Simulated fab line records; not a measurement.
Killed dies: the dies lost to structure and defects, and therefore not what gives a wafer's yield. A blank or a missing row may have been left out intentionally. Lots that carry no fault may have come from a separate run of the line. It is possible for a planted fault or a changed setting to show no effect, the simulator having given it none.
Matching of chambers	flow nand_harc	NHARC_P_CONTACT_CMP_24 on cmp-01 has 4 sister chambers
The step polishes, t overpolish 30 s, target thk 200 nm. 4 wafers are shown with their chamber, then 10 later ones without.

EACH WAFER AND ITS CHAMBER
wafer	chamber	motor_current_A (A)
L081.2	0	12.1
L084.5	3	11.1
L089.1	2	11.6
L089.3	1	13.2

WAFERS WHOSE CHAMBER IS MISSING
wafer	motor_current_A (A)
L089.4	12.2
L091.1	12.3
L091.3	10.7
L091.4	13.0
L094.2	11.9
L094.5	10.6
L094.6	11.2
L096.1	13.5
L096.5	11.0
L096.6	10.4

EACH ONE'S CHAMBER
wafer	from the rows above	in truth
L089.4	can't be placed: 0 or 2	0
L091.1	can't be placed: 0 or 2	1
L091.3	can't be placed: 3 or 2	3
L091.4	1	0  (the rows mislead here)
L094.2	can't be placed: 0 or 2 or 3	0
L094.5	can't be placed: 3 or 2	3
L094.6	can't be placed: 3 or 2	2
L096.1	1	1
L096.5	can't be placed: 3 or 2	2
L096.6	can't be placed: 3 or 2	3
Correct placement for 1 of the 10. Can't be placed from these rows: 8 (the true chamber is among the candidates in 7). Wrongly placed: 1.
How it was worked out, from the rows above alone: a wafer's distance from a chamber is the root of the sum, over the readings, of the square of ((its reading less the chamber's mean) divided by the reading's scatter). If the next closest chamber is less than 2 further off than the closest, the wafer can't be placed; otherwise it belongs to the closest. Each chamber's mean is taken over the wafers shown for it. The scatter: with one shown wafer a chamber, the root of the mean of the squares of how far each hidden wafer lies from its nearest shown one.
